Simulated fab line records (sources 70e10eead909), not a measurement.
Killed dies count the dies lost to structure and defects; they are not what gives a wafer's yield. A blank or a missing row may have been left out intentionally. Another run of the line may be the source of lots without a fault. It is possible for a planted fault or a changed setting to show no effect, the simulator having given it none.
A struck lot beside a sound one || flow nand-harc || 44 steps out of a route of 1302
Sound: wafers L660.1, L660.5, L660.6. Struck: wafers L669.1, L669.2, L669.4. At the end, the cause is stated.
At each step with rows: each side's tool, then ch and its chambers, then its first start. Under that, the readings that differ: sound wafers || struck wafers || difference of the means || sigmas: that difference in standard deviations of wafers without a fault.
alike: a reading whose means differ by less than 2 such deviations, as well as words and numbers matching on both sides. not compared: withheld readings; readings where some wafer has no value; bounds like >300 that might hide an equal value; numbers whose values overlap and for which the record gives no deviation.
Wherever a step has rows on one side only, a row that says differs or no value, or a row with sigmas, the two part there. When numbers do not overlap yet have no deviation, they are printed without sigmas and do not part them. A reading that every wafer of one side lacks parts them only if that side has two wafers or more.

first, 2 steps without rows for these wafers: NHARC_A_STAIRCASE_CMP_472 (polishes SiO2); NHARC_A_STAIRCASE_SRD_474.
NHARC_A_STAIRCASE_INSPECT_155:
  sound on defect-inspect-01 at day 24 00:38; struck on defect-inspect-02 at day 27 16:58
  alike: raw-defect-count
then, 8 steps without rows for these wafers: NHARC_A_SGD_CUT_DEP_00 (deposits SiNx, target thk 50 nm); NHARC_A_SGD_CUT_DEHYDRATE_01 (time 120 s); NHARC_A_SGD_CUT_HMDS_02 (time 30 s); NHARC_A_SGD_CUT_COAT_56 (time 75 s); NHARC_A_SGD_CUT_COAT_57 (time 65 s); NHARC_A_SGD_CUT_COAT_03 (resist thk 90 nm); NHARC_A_SGD_CUT_SOFTBAKE_04 (time 55 s); NHARC_A_SGD_CUT_EBR_05.
NHARC_A_SGD_CUT_EXPOSE_06: exposes mask SGD.
  sound on arfi-scanner-02 ch 0, day 24 01:17; struck on arfi-scanner-02 ch 0, day 27 17:37
{"reading": "exposure-dose-mJ-cm2", "sound": "85.40 85.51 85.47", "struck": "105.90 105.88 105.95", "difference": "+20.45", "sigmas": "+99 or more"}
  alike: mask
then, 2 steps without rows for these wafers: NHARC_A_SGD_CUT_PEB_07 (peb time 65 s); NHARC_A_SGD_CUT_DEVELOP_08 (develop time 35 s).
NHARC_A_SGD_CUT_CD_MEAS_09 targets a cd of 100 nm.
  sound on cd-sem-01 ch 0, day 24 01:26; struck on cd-sem-01 ch 0, day 27 17:45
{"reading": "cd-nm (nm)", "sound": "100.0 99.4 99.6", "struck": "117.9 117.4 117.8", "difference": "+18.0", "sigmas": "+25"}
NHARC_A_SGD_CUT_OVL_MEAS_10:
  sound on overlay-01 at day 24 01:32; struck on overlay-01 at day 27 17:50
  alike: overlay-x-nm, overlay-y-nm
NHARC_A_SGD_CUT_INSPECT_11:
  sound on defect-inspect-01 at day 24 01:34; struck on defect-inspect-02 at day 27 17:53
  alike: raw-defect-count
NHARC_A_SGD_CUT_DESCUM_14: chemistry O2, time 3 s.
  sound on rie-diel-04 ch 0,1,3, day 24 01:39; struck on rie-diel-05 ch 0,2,3, day 27 17:57
  alike: drypump-motor-current-A, oes-product-au, rf-vpp-V, showerhead-plenum-p-Torr, throttle-valve-pct
  not compared: rf-hours-counter-h
NHARC_A_SGD_CUT_ETCH_58: etches the open film in CF4, target depth 39 nm, time 65 s.
  sound on rie-diel-04 ch 0,1,3, day 24 01:44; struck on rie-diel-05 ch 1,2,3, day 27 18:01
  alike: drypump-motor-current-A, oes-product-au, rf-vpp-V, showerhead-plenum-p-Torr, throttle-valve-pct
  not compared: rf-hours-counter-h
then, 2 steps without rows for these wafers: NHARC_A_SGD_CUT_ETCH_59 (etches the open film in N2/H2, target depth 260 nm, time 406.25 s); NHARC_A_SGD_CUT_ETCH_15 (etches the open film in CH3F/O2, target depth 75 nm, time 64.3 s).
NHARC_A_SGD_CUT_ETCH_16: etches the open film in C4F8/O2/Ar, target depth 310.5 nm, time 155.2 s.
  sound: rie-diel-04 ch 1,2; struck: rie-diel-05 ch 0,1,2
{"reading": "oes-product-au (a.u.)", "sound": "1.004 0.994 0.983", "struck": "0.913 0.949 0.938", "difference": -0.060, "sigmas": -3}
  alike: rf-vpp-V
  not compared: rf-hours-counter-h
then, 7 steps without rows for these wafers: NHARC_A_SGD_CUT_STRIP_60 (strips in C4F8/O2/Ar); NHARC_A_SGD_CUT_STRIP_17 (strips in O2); NHARC_A_SGD_CUT_PRECLEAN_18 (cleans in SC1); NHARC_A_SGD_CUT_SRD_19; NHARC_A_SGD_CUT_DEP_20 (deposits SiO2, target thk 150 nm); NHARC_A_SGD_CUT_ANNEAL_27 (time 1800 s); NHARC_A_SGD_CUT_CMP_21 (polishes, target thk 148.19 nm).
NHARC_A_SGD_CUT_THK_MEAS_22: measures by ellipsometry.
  sound on film-metro-02 at day 24 09:28; struck on film-metro-02 at day 28 02:51
  alike: thk-nm
then, 2 steps without rows for these wafers: NHARC_A_SGD_CUT_SRD_23; NHARC_A_SGD_CUT_ETCH_26 (etches SiO2 in dHF, target depth 45.8 nm).
NHARC_A_SGD_CUT_ETCHBACK_24: etches the open film in CH3F/O2, target depth 50 nm, time 92.857 s.
  sound on rie-diel-07 ch 1,2,3, day 24 09:44; struck on rie-diel-04 ch 1,2,3, day 28 03:04
  alike: drypump-motor-current-A, oes-product-au, rf-vpp-V, showerhead-plenum-p-Torr, throttle-valve-pct
  not compared: rf-hours-counter-h
then, 1 step without rows for these wafers: NHARC_A_SGD_CUT_STRIP_28 (strips in O2, time 20 s).
NHARC_A_SGD_CUT_INSPECT_25:
  sound on defect-inspect-02 at day 24 09:56; struck on defect-inspect-02 at day 28 03:19
  alike: raw-defect-count
then, 2 steps without rows for these wafers: NHARC_A_SLIT_DEP_25 (deposits SiO2, target thk 200 nm); NHARC_A_SLIT_DEP_00 (deposits aC, target thk 6200 nm).
NHARC_A_SLIT_DEP_23: deposits SiON, target thk 100 nm.
  sound on pecvd-04 ch 0,2, day 24 20:42; struck on pecvd-01 ch 0,1,2, day 28 07:32
  alike: heater-power-w
then, 3 steps without rows for these wafers: NHARC_A_SLIT_DEHYDRATE_01 (time 120 s); NHARC_A_SLIT_HMDS_02 (time 30 s); NHARC_A_SLIT_COAT_03 (resist thk 90 nm).
-- the record jumps here: 3 days lie between the struck wafers' starts before and after (it left off in module A_SLIT and takes up again in module A_BLC, whose first step shown is number 1120 of the route) --
NHARC_A_BLC_DESCUM_15: chemistry O2, time 3 s.
  sound on rie-diel-07 ch 1,2, day 27 20:19; struck on rie-diel-07 ch 0,1,3, day 31 02:50
{"reading": "model.A_BLC.cd-nm (nm)", "sound": "99.82 99.76 101.2", "struck": "98.49 96.8 97", "difference": -2.83, "sigmas": ""}
  alike: drypump-motor-current-A, oes-product-au, rf-vpp-V, showerhead-plenum-p-Torr, throttle-valve-pct
  not compared: rf-hours-counter-h
NHARC_A_BLC_ETCH_17: etches the open film in N2/H2, target depth 390 nm, time 609.38 s.
  sound: rie-diel-07 ch 0,2,3; struck: rie-diel-07 ch 0,1,3
  alike: drypump-motor-current-A, oes-product-au, rf-vpp-V, showerhead-plenum-p-Torr, throttle-valve-pct
  not compared: rf-hours-counter-h, model.A_BLC.cd-nm
following that, these wafers have no rows for 1 step: NHARC_END_SORT_01.

## WHERE THEY PART
Earliest at NHARC_A_SGD_CUT_EXPOSE_06; latest, in this record, at NHARC_A_SGD_CUT_ETCH_16. Later steps at which nothing parts them and some readings are alike: NHARC_A_SGD_CUT_THK_MEAS_22, NHARC_A_SGD_CUT_ETCHBACK_24, NHARC_A_SGD_CUT_INSPECT_25, NHARC_A_SLIT_DEP_23, NHARC_A_BLC_DESCUM_15, NHARC_A_BLC_ETCH_17.

WHY: the cause the simulator had injected
Process parameters drifting: arfi-scanner-02 at NHARC_A_SGD_CUT_EXPOSE_06, beginning at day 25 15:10. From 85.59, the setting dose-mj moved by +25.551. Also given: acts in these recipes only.
